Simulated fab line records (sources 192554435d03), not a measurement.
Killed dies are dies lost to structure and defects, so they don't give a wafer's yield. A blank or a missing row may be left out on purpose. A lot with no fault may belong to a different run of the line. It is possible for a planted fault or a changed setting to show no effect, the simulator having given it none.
fab line records	flow n5Finfet
record lots=9	wafers=25	lastDay=18
route steps=1938 shown FIN_CUT@178 STI_FIN_REVEAL@200 DUMMY_GATE@219 BEOL_M4@1111 PASSIVATION@1936
lots with no fault: from the same line, run without faults
startH: hours from the record's opening day to when the first of the lot's shown wafers began	waitH: hours from the lot's prior step to this one	" identical to the entry in the row above	L1.1+2: several wafers, shown together as one row	- no value, or no start was given	* or withheld: withheld	< > ~ a bound
route shown NAME@n: names a module that has steps shown in the file, with the first one's number in the route	usual: mean/standard deviation taken from wafers without a fault	same: alike in all rows	chamber/n: place in a boat	sites: the reading at each site	_std_site: the standard deviation of these	_edge_site: mean of outer sites minus mean of inner sites	radiusMm: for every site, how far away it sits from the centre of the wafer	mask NAME#n: copy n	behind: the most recent tool/chamber to have shaped the wafer	hold: what put the lot on hold/how long, in hours/how the hold closed	device: the n, p or np transistor that did not switch	end of line: the route-end tests of the same wafers	a step without rows: its recipe alone	killed: dies that structure and defects cost at the first sort, which is not the same as the wafer's yield	map: dies across one wafer; x = killed, . = not, _ = none there
set.NAME: the setting the step ran with; set.NAME@STEP: the setting that earlier step ran with	model.NAME: the simulator's own value behind a step, which no gauge read
a sample of lots followed through the steps of the route, with each step as a table and each wafer as a row
services: a tool's chamber out of use, with start hour (startH, from the record's first day; less than 0 if before it), hours out, and reason
## steps
# step N5_FIN_CUT_STRIP_22
# recipe chemistry=N2/H2	powerW=500	tempC=40	pressureMtorr=50	rfFrequencyHz=6e+07	overashFraction=0.3	biasPowerW=8	h2Frac=0.5	n2FlowSccm=300	h2FlowSccm=300
# usual drypumpMotorCurrentA=5.5/0.34	h2FlowSccm=300.0/0.8	oesProductAu=0.77/0.085	rfVppV=54.1/2.1	showerheadPlenumPTorr=3.37/0.12	throttleValvePct=18.9/0.35
# same overashFraction=0.3
lot.wafer	tool	chamber	startH	waitH	drypumpMotorCurrentA	h2FlowSccm	oesProductAu	rfHoursCounterH	rfVppV	showerheadPlenumPTorr	throttleValvePct
L683.3	rieDiel-02	3	27.87	0.0	5.9	300.8	0.76	169	54.9	3.48	19.0
L683.4	"	0	"	"	5.9	299.2	0.74	169	51.5	3.47	19.3
L683.5	"	3	"	"	5.9	300.5	0.74	-	57.0	3.48	19.1
L685.2	rieDiel-04	1	40.16	0.1	5.1	299.7	0.92	21	53.2	3.28	19.0
L685.3	"	0	"	"	5.0	300.1	0.76	161	49.7	3.50	18.7
L685.4	"	2	"	"	5.5	300.2	0.79	125	56.6	3.52	18.6
L689.1	rieDiel-01	1	65.50	0.0	5.8	298.9	0.73	179	57.0	3.34	19.6
L689.2	"	2	"	"	5.3	301.2	0.94	8	54.7	3.30	18.3
L689.4	"	0	"	"	5.9	299.3	0.89	29	52.9	3.42	18.4
L696.1	rieDiel-04	1	107.57	0.0	5.2	300.2	0.90	44	55.9	3.27	19.0
L696.2	"	2	"	"	5.5	299.5	0.78	147	54.8	3.50	18.7
L696.5	"	0	"	"	5.0	300.0	0.76	-	52.4	3.49	18.7
L697.2	rieDiel-04	0	111.75	0.0	5.0	301.6	0.74	180	53.4	3.49	18.7
L697.4	"	1	"	"	5.2	300.1	0.90	45	52.0	3.27	19.1
L697.5	"	2	"	"	5.5	300.4	0.77	-	54.4	3.50	18.7
L700.2	rieDiel-01	1	131.29	0.1	5.7	299.9	0.74	195	55.4	3.33	19.6
L700.6	"	2	"	"	5.4	299.8	0.89	-	53.1	3.30	18.2
L701.1	rieDiel-01	0	138.34	0.1	5.9	299.4	0.83	53	52.7	3.41	18.4
L701.3	"	1	"	"	5.8	298.1	0.73	198	54.6	3.33	19.6
L702.3	rieDiel-02	1	145.65	0.1	5.7	299.4	1.00	4	52.7	3.57	18.5
L702.5	"	0	"	"	5.8	299.2	0.72	-	53.8	3.45	19.4
L702.6	"	1	"	"	5.7	300.9	1.02	-	53.1	3.57	18.5
L706.1	rieDiel-04	2	169.26	0.0	5.5	299.6	0.75	157	55.9	3.50	18.7
L706.4	"	2	"	"	5.5	298.6	0.75	-	50.6	3.50	18.7
L706.6	"	3	"	"	5.2	300.0	0.67	-	52.0	3.18	19.0
# step N5_STI_FIN_REVEAL_OXIDATION_31
# recipe chemistry=O2_PLASMA_REMOTE	tempC=150	timeS=20	pressureMtorr=1000	sourcePowerW=2000	o2FlowSccm=3000
# usual drypumpMotorCurrentA=5.88/0.27	heaterPowerW=139/15
lot.wafer	tool	chamber	startH	waitH	drypumpMotorCurrentA	heaterPowerW	rfHoursCounterH
L683.3	plasmaAsher-02	1	36.38	0.1	6.41	168	-
L683.4	"	0	"	"	5.93	129	-
L683.5	"	0	"	"	5.91	131	-
L685.2	plasmaAsher-02	1	48.64	0.0	6.39	168	79
L685.3	"	0	"	"	5.93	129	-
L685.4	"	1	"	"	6.40	172	-
L689.1	plasmaAsher-01	0	73.78	0.0	5.64	133	38
L689.2	"	1	"	"	5.74	136	38
L689.4	"	1	"	"	5.72	133	-
L696.1	plasmaAsher-02	1	116.33	0.0	6.41	167	92
L696.2	"	0	"	"	5.94	129	92
L696.5	"	1	"	"	6.40	170	-
L697.2	plasmaAsher-01	1	121.08	0.0	5.73	137	46
L697.4	"	1	"	"	5.76	134	-
L697.5	"	1	"	"	5.74	130	-
L700.2	plasmaAsher-02	0	139.53	0.0	5.96	127	97
L700.6	"	0	"	"	5.97	130	-
L701.1	plasmaAsher-02	0	146.72	0.0	5.93	128	99
L701.3	"	0	"	"	5.94	131	-
L702.3	plasmaAsher-01	0	154.35	0.1	5.65	132	-
L702.5	"	0	"	"	5.67	132	-
L702.6	"	1	"	"	5.78	132	-
L706.1	plasmaAsher-01	0	177.60	0.0	5.66	134	56
L706.4	"	1	"	"	5.74	130	-
L706.6	"	1	"	"	5.77	135	-
# step N5_STI_FIN_REVEAL_CD_MEAS_22
# recipe targetCdNm=6.238	pitchNm=28	polarity=line
# usual cdNm=6.25/0.21
lot.wafer	tool	chamber	startH	waitH	cdNm
L683.3	cdSem-02	-	36.88	0.0	6.16
L683.4	"	-	"	"	6.22
L683.5	"	-	"	"	6.24
L685.2	cdSem-03	-	49.15	0.0	6.18
L685.3	"	-	"	"	5.98
L685.4	"	-	"	"	6.15
L689.1	cdSem-02	-	74.29	0.0	6.33
L689.2	"	-	"	"	6.33
L689.4	"	-	"	"	6.36
L696.1	cdSem-03	-	116.84	0.0	6.11
L696.2	"	-	"	"	6.22
L696.5	"	-	"	"	6.09
L697.2	cdSem-02	-	121.60	0.0	6.18
L697.4	"	-	"	"	6.48
L697.5	"	-	"	"	6.30
L700.2	cdSem-01	-	140.13	0.0	7.03
L700.6	"	-	"	"	5.99
L701.1	cdSem-01	-	147.29	0.0	7.33
L701.3	"	-	"	"	5.84
L702.3	cdSem-01	-	154.85	0.0	6.11
L702.5	"	-	"	"	6.29
L702.6	"	-	"	"	6.27
L706.1	cdSem-02	-	178.12	0.0	6.34
L706.4	"	-	"	"	6.16
L706.6	"	-	"	"	6.29
# step N5_STI_FIN_REVEAL_FIN_H_MEAS_10
# usual trenchDepthNm=52.1/0.63
lot.wafer	tool	chamber	startH	waitH	trenchDepthNm
L683.3	ocd-02	-	36.91	0.0	52.3
L683.4	"	-	"	"	51.9
L683.5	"	-	"	"	52.0
L685.2	ocd-01	-	49.18	0.0	51.3
L685.3	"	-	"	"	51.6
L685.4	"	-	"	"	51.5
L689.1	ocd-01	-	74.32	0.0	51.6
L689.2	"	-	"	"	52.2
L689.4	"	-	"	"	51.8
L696.1	ocd-02	-	116.87	0.0	50.8
L696.2	"	-	"	"	51.2
L696.5	"	-	"	"	50.9
L697.2	ocd-01	-	121.63	0.0	52.5
L697.4	"	-	"	"	51.3
L697.5	"	-	"	"	52.5
L700.2	ocd-01	-	140.16	0.0	53.1
L700.6	"	-	"	"	51.5
L701.1	ocd-02	-	147.32	0.0	51.9
L701.3	"	-	"	"	52.0
L702.3	ocd-02	-	154.88	0.0	51.7
L702.5	"	-	"	"	52.0
L702.6	"	-	"	"	52.7
L706.1	ocd-02	-	178.15	0.0	52.5
L706.4	"	-	"	"	52.6
L706.6	"	-	"	"	51.7
# step N5_DUMMY_GATE_THK_MEAS_05
# usual thkNm=71.8/0.77
lot.wafer	tool	chamber	startH	waitH	thkNm
L683.3	filmMetro-01	-	41.23	0.1	71.8
L683.4	"	-	"	"	70.9
L683.5	"	-	"	"	71.5
L685.2	filmMetro-02	-	54.68	0.2	71.6
L685.3	"	-	"	"	71.6
L685.4	"	-	"	"	71.7
L689.1	filmMetro-01	-	78.60	0.1	72.9
L689.2	"	-	"	"	69.5
L689.4	"	-	"	"	71.2
L696.1	filmMetro-01	-	121.17	0.1	72.0
L696.2	"	-	"	"	70.8
L696.5	"	-	"	"	72.5
L697.2	filmMetro-02	-	127.90	0.1	71.3
L697.4	"	-	"	"	70.8
L697.5	"	-	"	"	71.7
L700.2	filmMetro-01	-	144.49	0.1	72.2
L700.6	"	-	"	"	71.6
L701.1	filmMetro-02	-	151.63	0.2	72.3
L701.3	"	-	"	"	72.0
L702.3	filmMetro-02	-	159.18	0.2	71.4
L702.5	"	-	"	"	70.6
L702.6	"	-	"	"	71.0
L706.1	filmMetro-02	-	182.41	0.2	71.0
L706.4	"	-	"	"	70.0
L706.6	"	-	"	"	70.9
# step N5_BEOL_M4_RC_MEAS_101
# usual DIBL_N=35.9/1.3	DIBL_P=36.3/1.5	IOFF_N=0.153/0.023	IOFF_N_85C=3.0/0.39	IOFF_N_LIN=0.072/0.0088	IOFF_N_LONG=5.44e-05/2.4e-06	IOFF_P=0.208/0.028	IOFF_P_LIN=0.099/0.011	ION_N=672/9.7	ION_P=462/6.6	REXT_N=75.3/1.4	SS_N=71.5/0.53	SS_P=73.3/0.59	VT_N=250.4/2.7	VT_N_LONG=275.5/1.8	VT_N_LVT=99/3.1	VT_P=-250.5/3
lot.wafer	tool	chamber	startH	waitH	DIBL_N[mV/V]	DIBL_P[mV/V]	IOFF_N[nA/um]	IOFF_N_85C[nA/um]	IOFF_N_LIN[nA/um]	IOFF_N_LONG[nA/um]	IOFF_P[nA/um]	IOFF_P_LIN[nA/um]	ION_N[uA/um]	ION_P[uA/um]	REXT_N[ohm.um]	SS_N[mV/dec]	SS_P[mV/dec]	VT_N[mV]	VT_N_LONG[mV]	VT_N_LVT[mV]	VT_P[mV]
L683.3	prober-02	0	168.84	0.3	35.3	35.2	0.137	2.7	0.064	5.3e-05	0.175	0.084	660	453	76.3	71.3	73.1	250.9	273.8	101	-254.6
L683.4	"	0	"	"	36.9	37.2	0.162	3.1	0.073	5.34e-05	0.197	0.090	679	461	77.2	71.8	73.7	249.6	276.9	99	-255.0
L683.5	"	0	"	"	34.4	33.8	0.120	2.4	0.058	5.36e-05	0.152	0.076	660	450	75.3	70.7	72.3	254.1	274.1	104	-257.9
L685.2	prober-02	0	194.10	0.2	34.1	36.7	0.150	3.0	0.074	5.61e-05	0.207	0.099	674	467	77.8	71.5	73.5	247.2	274.7	98	-250.3
L685.3	"	0	"	"	33.4	36.1	0.139	2.8	0.069	5.65e-05	0.206	0.099	665	463	78.8	71.5	73.4	248.8	275.0	99	-250.9
L685.4	"	0	"	"	34.4	36.6	0.148	3.0	0.072	5.72e-05	0.195	0.093	664	455	78.5	71.6	73.8	246.3	274.4	98	-252.2
L689.1	prober-01	0	223.00	0.0	36.8	37.2	0.170	3.4	0.080	5.51e-05	0.235	0.108	681	470	74.3	72.2	73.8	248.3	277.3	98	-249.1
L689.2	"	0	"	"	36.9	35.8	0.168	3.4	0.080	5.64e-05	0.222	0.104	685	469	73.8	70.7	73.4	248.3	274.6	97	-250.4
L689.4	"	0	"	"	35.7	35.7	0.149	3.1	0.071	5.55e-05	0.217	0.101	671	467	73.9	71.8	73.9	252.0	275.7	100	-249.9
L697.2	prober-02	0	268.63	0.2	36.0	36.8	0.177	3.4	0.083	5.88e-05	0.237	0.114	687	471	73.6	71.6	73.8	243.4	273.4	94	-248.4
L697.4	"	0	"	"	37.6	37.8	0.198	3.9	0.088	5.92e-05	0.244	0.116	664	460	74.7	72.9	74.2	246.2	271.7	94	-247.6
L697.5	"	0	"	"	36.6	36.5	0.174	3.4	0.081	5.98e-05	0.235	0.113	676	465	73.9	71.9	73.4	246.1	272.6	95	-246.4
L696.1	prober-02	0	274.79	0.0	34.4	34.2	0.117	2.4	0.057	5.48e-05	0.164	0.082	656	447	74.4	70.8	72.5	253.0	274.5	102	-251.7
L696.2	"	0	"	"	36.0	36.0	0.137	2.8	0.065	5.49e-05	0.192	0.091	656	452	75.4	71.7	72.9	252.0	274.4	99	-252.3
L696.5	"	0	"	"	37.2	37.4	0.153	3.0	0.071	5.41e-05	0.211	0.097	666	456	75.3	71.6	73.3	251.0	276.5	99	-252.4
L700.2	prober-01	0	279.33	0.2	38.9	42.0	0.246	4.3	0.118	6.37e-05	0.273	0.133	710	472	71.5	72.2	74.3	243.6	270.2	91	-248.7
L700.6	"	0	"	"	34.3	35.4	0.126	2.5	0.060	5.32e-05	0.161	0.080	663	456	74.6	71.2	73.0	253.5	280.1	102	-255.1
L702.3	prober-01	0	303.42	0.8	33.7	34.3	0.136	2.7	0.067	5.69e-05	0.213	0.105	665	462	75.6	70.9	73.3	251.6	275.3	101	-247.8
L702.5	"	0	"	"	33.9	34.7	0.137	2.7	0.067	5.73e-05	0.212	0.104	670	466	75.4	70.4	72.4	250.3	276.8	100	-248.5
L702.6	"	0	"	"	34.0	35.1	0.144	2.8	0.070	5.74e-05	0.223	0.110	686	476	76.4	71.5	73.6	251.4	274.2	99	-245.7
L701.1	prober-02	0	304.84	0.0	38.9	40.4	0.258	4.7	0.122	6.54e-05	0.287	0.143	712	478	71.3	71.3	74.3	238.7	267.4	86	-245.3
L701.3	"	0	"	"	36.1	35.9	0.158	3.1	0.072	5.41e-05	0.198	0.096	679	460	74.2	71.5	73.5	250.2	275.5	96	-250.3
L706.1	prober-02	0	336.40	0.0	35.8	35.8	0.145	2.9	0.071	5.51e-05	0.211	0.103	689	473	75.0	70.6	72.9	248.5	273.3	98	-249.6
L706.4	"	0	"	"	35.0	34.7	0.134	2.7	0.068	5.48e-05	0.189	0.095	679	469	76.0	70.9	72.8	250.8	273.2	99	-249.5
L706.6	"	0	"	"	35.3	34.6	0.136	2.7	0.066	5.46e-05	0.192	0.096	672	462	76.3	70.7	73.1	250.5	275.6	100	-249.6
# step N5_PASSIVATION_PROBE_49
# usual defectLimitedYield=91.1/1.5	killed_at_M0_to_M3=35/9.5	killed_at_M4_up=13/5.2	killedAtContacts=12/6.1	killedAtFrontEnd=41/14	killedAtOther=3.8/2.9	killedDies=105/17	killedOpen=70/13	killedShort=33/8.4	sort_bin_5_function=5.1/0.97	sort_bin_6_memory=3.4/0.69	sortNPass=1075/17	sortYieldPct=91.1/1.5
# same grossDies=1180	killedAtBackSide=0	sort_bin_4_leakage[%]=0	sort_bin_8_speed[%]=0
lot.wafer	tool	chamber	startH	waitH	defectLimitedYield[%]	killed_at_M0_to_M3	killed_at_M4_up	killedAtContacts	killedAtFrontEnd	killedAtOther	killedDies	killedOpen	killedShort	sort_bin_5_function[%]	sort_bin_6_memory[%]	sortNPass	sortYieldPct[%]
L689.1	prober-01	-	333.51	0.0	90.4	50	11	10	42	0	113	82	31	5.8	3.6	1067	90.4
L689.2	prober-01	-	333.56	0.1	90.8	29	16	24	38	1	108	76	32	5.0	3.9	1072	90.8
L689.4	prober-01	-	333.66	0.2	91.6	26	13	14	45	1	99	66	33	5.5	2.7	1081	91.6
L697.2	prober-01	-	369.49	0.1	91.3	22	19	11	51	0	103	71	28	4.9	3.4	1077	91.3
L697.4	prober-01	-	369.59	0.2	91.2	37	24	3	38	2	104	74	29	5.3	3.2	1076	91.2
L697.5	prober-01	-	369.64	0.2	91.9	18	14	12	43	8	95	61	32	4.9	3.1	1085	91.9
L700.2	prober-02	-	385.26	0.1	91.4	32	12	19	36	2	101	58	36	5.3	3.1	1079	91.4
L700.6	prober-02	-	385.46	0.3	88.3	42	11	43	38	4	138	86	52	6.2	4.9	1042	88.3
L702.3	prober-02	-	411.70	0.1	88.2	39	20	18	60	2	139	91	41	6.8	4.2	1041	88.2
L702.5	prober-02	-	411.80	0.2	92.5	26	11	11	38	3	89	56	27	4.1	3.1	1091	92.5
L702.6	prober-02	-	411.85	0.3	88.4	30	22	25	59	1	137	94	38	6.6	4.7	1043	88.4
L701.1	prober-01	-	411.93	0.0	91.0	22	4	15	61	4	106	78	27	5.0	3.8	1074	91.0
L701.3	prober-01	-	412.03	0.1	88.6	37	12	11	71	3	134	94	40	6.6	4.7	1046	88.6
L706.1	prober-02	-	443.34	0.0	89.3	36	24	19	47	0	126	83	43	6.7	3.6	1054	89.3
L706.4	prober-02	-	443.49	0.2	87.9	38	8	10	86	1	143	86	57	8.0	3.6	1037	87.9
L706.6	prober-02	-	443.59	0.3	90.1	29	9	9	66	4	117	79	38	5.5	3.7	1063	90.1
# killed by level:class
L689.1 BEOL_M1:geometricParticle:open=18 STI_FIN_REVEAL:geometricParticle:open=13 BEOL_M2:geometricParticle:open=13 FIN_SAQP:geometricParticle:open=9 MOL_CONTACT_COAG:geometricParticle:open=8 BEOL_M0_SAQP:geometricParticle:open=5 FIN_SAQP:geometricParticle:short=4 BEOL_M1:geometricParticle:short=4
L689.2 MOL_CONTACT_COAG:geometricParticle:open=18 GATE_CUT:geometricParticle:short=9 BEOL_M2:geometricParticle:open=9 BEOL_M5:geometricParticle:open=8 FIN_SAQP:geometricParticle:short=6 MOL_CONTACT_COAG:geometricParticle:short=6 STI_FIN_REVEAL:geometricParticle:open=5 BEOL_M1:geometricParticle:open=5
L689.4 STI_FIN_REVEAL:geometricParticle:open=12 MOL_CONTACT_COAG:geometricParticle:open=12 FIN_SAQP:geometricParticle:open=8 FIN_SAQP:geometricParticle:short=5 BEOL_M2:geometricParticle:open=5 BEOL_M4:geometricParticle:open=5 BEOL_M1:geometricParticle:open=4 GATE_CUT:geometricParticle:short=4
L697.2 FIN_SAQP:geometricParticle:open=23 MOL_CONTACT_COAG:geometricParticle:open=10 FIN_SAQP:geometricParticle:short=9 BEOL_M4:geometricParticle:open=8 BEOL_M6:geometricParticle:open=5 BEOL_M0_SAQP:geometricParticle:short=5 BEOL_M0_SAQP:geometricParticle:open=5 BEOL_M3:geometricParticle:open=4
L697.4 BEOL_M4:geometricParticle:open=11 STI_FIN_REVEAL:geometricParticle:open=8 BEOL_M0_SAQP:geometricParticle:open=8 BEOL_M3:geometricParticle:open=8 FIN_SAQP:geometricParticle:open=6 BEOL_M0_SAQP:geometricParticle:short=6 BEOL_M3:geometricParticle:short=6 STARTING-WAFER:geometricParticle:short=6
L697.5 DUMMY_GATE:geometricParticle:open=10 FIN_SAQP:geometricParticle:open=9 MOL_CONTACT_COAG:geometricParticle:open=8 STI_FIN_REVEAL:geometricParticle:open=7 BEOL_M0_SAQP:geometricParticle:short=7 BEOL_M4:geometricParticle:open=5 GATE_CUT:geometricParticle:short=4 MOL_CONTACT_COAG:geometricParticle:short=4
L700.2 MOL_CONTACT_COAG:geometricParticle:open=14 FIN_SAQP:geometricParticle:short=11 BEOL_M1:geometricParticle:open=7 FIN_SAQP:geometricParticle:open=5 BEOL_M3:geometricParticle:open=5 DUMMY_GATE:geometricParticle:open=4 BEOL_M0_SAQP:geometricParticle:open=4 BEOL_M2:geometricParticle:open=4
L700.6 MOL_CONTACT_COAG:geometricParticle:open=33 BEOL_M0_SAQP:geometricParticle:open=10 MOL_CONTACT_COAG:geometricParticle:short=10 BEOL_M3:geometricParticle:open=10 GATE_CUT:geometricParticle:short=8 FIN_SAQP:geometricParticle:short=6 STI_FIN_REVEAL:geometricParticle:open=6 BEOL_M0_SAQP:geometricParticle:short=6
L702.3 MOL_CONTACT_COAG:geometricParticle:open=14 FIN_SAQP:geometricParticle:open=12 STI_FIN_REVEAL:geometricParticle:open=12 FIN_SAQP:geometricParticle:short=9 BEOL_M2:geometricParticle:open=8 BEOL_M4:geometricParticle:open=7 BEOL_M1:geometricParticle:open=7 BEOL_M3:geometricParticle:open=7
L702.5 MOL_CONTACT_COAG:geometricParticle:open=8 BEOL_M3:geometricParticle:open=8 STI_FIN_REVEAL:geometricParticle:open=6 FIN_SAQP:geometricParticle:open=5 GATE_CUT:geometricParticle:short=5 FIN_SAQP:geometricParticle:short=4 BEOL_M0_SAQP:geometricParticle:open=4 BEOL_M6:geometricParticle:open=4
L702.6 MOL_CONTACT_COAG:geometricParticle:open=23 FIN_SAQP:geometricParticle:open=16 FIN_SAQP:geometricParticle:short=13 BEOL_M0_SAQP:geometricParticle:open=10 BEOL_M0_SAQP:geometricParticle:short=7 BEOL_M4:geometricParticle:open=6 BEOL_M5:geometricParticle:open=6 STARTING-WAFER:geometricParticle:open=5
L701.1 STI_FIN_REVEAL:geometricParticle:open=33 MOL_CONTACT_COAG:geometricParticle:open=12 FIN_SAQP:geometricParticle:open=7 BEOL_M1:geometricParticle:open=7 BEOL_M0_SAQP:geometricParticle:short=5 GATE_CUT:geometricParticle:short=5 FIN_SAQP:geometricParticle:short=4 STI_FIN_REVEAL:geometricParticle:short=4
L701.3 STI_FIN_REVEAL:geometricParticle:open=19 FIN_SAQP:geometricParticle:open=12 MOL_CONTACT_COAG:geometricParticle:open=11 GATE_CUT:geometricParticle:short=10 BEOL_M0_SAQP:geometricParticle:open=10 FIN_SAQP:geometricParticle:short=9 DUMMY_GATE:geometricParticle:open=7 BEOL_M1:geometricParticle:open=6
L706.1 MOL_CONTACT_COAG:geometricParticle:open=17 FIN_SAQP:geometricParticle:open=11 BEOL_M2:geometricParticle:open=10 FIN_SAQP:geometricParticle:short=9 BEOL_M0_SAQP:geometricParticle:short=6 BEOL_M4:geometricParticle:open=6 BEOL_M0_SAQP:geometricParticle:open=6 BEOL_M5:geometricParticle:open=6
L706.4 FIN_SAQP:geometricParticle:short=23 STI_FIN_REVEAL:geometricParticle:open=19 FIN_SAQP:geometricParticle:open=12 BEOL_M2:geometricParticle:open=12 GATE_CUT:geometricParticle:short=11 MOL_CONTACT_COAG:geometricParticle:open=10 BEOL_M0_SAQP:geometricParticle:short=9 DUMMY_GATE:geometricParticle:open=8
L706.6 STI_FIN_REVEAL:geometricParticle:open=28 FIN_SAQP:geometricParticle:short=12 BEOL_M3:geometricParticle:open=10 MOL_CONTACT_COAG:geometricParticle:open=7 DUMMY_GATE:geometricParticle:open=5 BEOL_M0_SAQP:geometricParticle:short=5 BEOL_M0_SAQP:geometricParticle:open=4 STARTING-WAFER:geometricParticle:short=4
## services
tool	chamber	startH	hours	kind
plasmaAsher-02	-	9.21	1.7	repair
rieDiel-01	2	16.30	-	clean
rieDiel-01	2	16.30	-	consumableReplace:focusRing
rieDiel-01	2	16.30	20.9	scheduledDown
rieDiel-01	2	16.30	20.9	ventCycle
rieDiel-02	-	35.76	2.0	repair
rieDiel-04	0	49.89	8.4	repair
rieDiel-02	1	50.78	2.9	repair
rieDiel-01	1	93.05	9.4	repair
rieDiel-02	-	94.98	2.8	pm
rieDiel-02	3	98.87	7.9	repair
rieDiel-02	1	122.31	-	clean
rieDiel-02	1	122.31	-	consumableReplace:focusRing
rieDiel-02	1	122.31	-	consumableReplace:showerhead
rieDiel-02	1	122.31	15.9	scheduledDown
rieDiel-02	1	122.31	15.9	ventCycle
rieDiel-04	-	128.58	28.1	pm
rieDiel-04	3	170.75	-	clean
rieDiel-04	3	170.75	-	consumableReplace:focusRing
rieDiel-04	3	170.75	-	consumableReplace:showerhead
rieDiel-04	3	170.75	15.6	scheduledDown
rieDiel-04	3	170.75	15.6	ventCycle
## key
firstSign step=N5_STI_FIN_REVEAL_CD_MEAS_22	reading=cdNm	direction=up	sigmas=4.4	usual=6.25	struck=7.18
effect step=N5_BEOL_M4_RC_MEAS_101	reading=IOFF_N_LIN	direction=up	sigmas=5.5	usual=0.072	struck=0.120
effect step=N5_BEOL_M4_RC_MEAS_101	reading=IOFF_N	direction=up	sigmas=4.4	usual=0.153	struck=0.252
effect step=N5_BEOL_M4_RC_MEAS_101	reading=IOFF_N_LONG	direction=up	sigmas=4.2	usual=5.44e-05	struck=6.45e-05
effect step=N5_BEOL_M4_RC_MEAS_101	reading=ION_N	direction=up	sigmas=4	usual=672	struck=711
effect step=N5_BEOL_M4_RC_MEAS_101	reading=VT_N_LONG	direction=down	sigmas=3.8	usual=275.5	struck=268.8
effect step=N5_BEOL_M4_RC_MEAS_101	reading=IOFF_N_85C	direction=up	sigmas=3.8	usual=3.0	struck=4.5
effect step=N5_BEOL_M4_RC_MEAS_101	reading=IOFF_P_LIN	direction=up	sigmas=3.6	usual=0.099	struck=0.138
effect step=N5_BEOL_M4_RC_MEAS_101	reading=VT_N	direction=down	sigmas=3.4	usual=250.4	struck=241.1
effect step=N5_BEOL_M4_RC_MEAS_101	reading=VT_N_LVT	direction=down	sigmas=3.4	usual=99	struck=89
effect step=N5_BEOL_M4_RC_MEAS_101	reading=DIBL_P	direction=up	sigmas=3.2	usual=36.3	struck=41.2
effect step=N5_BEOL_M4_RC_MEAS_101	reading=REXT_N	direction=down	sigmas=2.8	usual=75.3	struck=71.4
effect step=N5_BEOL_M4_RC_MEAS_101	reading=IOFF_P	direction=up	sigmas=2.6	usual=0.208	struck=0.280
metAt N5_STI_FIN_REVEAL_OXIDATION_31
struckLots L700,L701
struckWafers L700.2,L701.1
notActingAt N5_FIN_CUT_STRIP_22,N5_STI_FIN_REVEAL_FIN_H_MEAS_10,N5_DUMMY_GATE_THK_MEAS_05
onsetBetween 116.33 139.53
fault kind=processParameterDrift	tool=plasmaAsher-02	chamber=-	onsetH=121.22	steps=N5_STI_FIN_REVEAL_OXIDATION_31	channel=timeS	offset=*	shape=step	endH=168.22	scope=struckWafersOnly	actsIn=*	stated=*
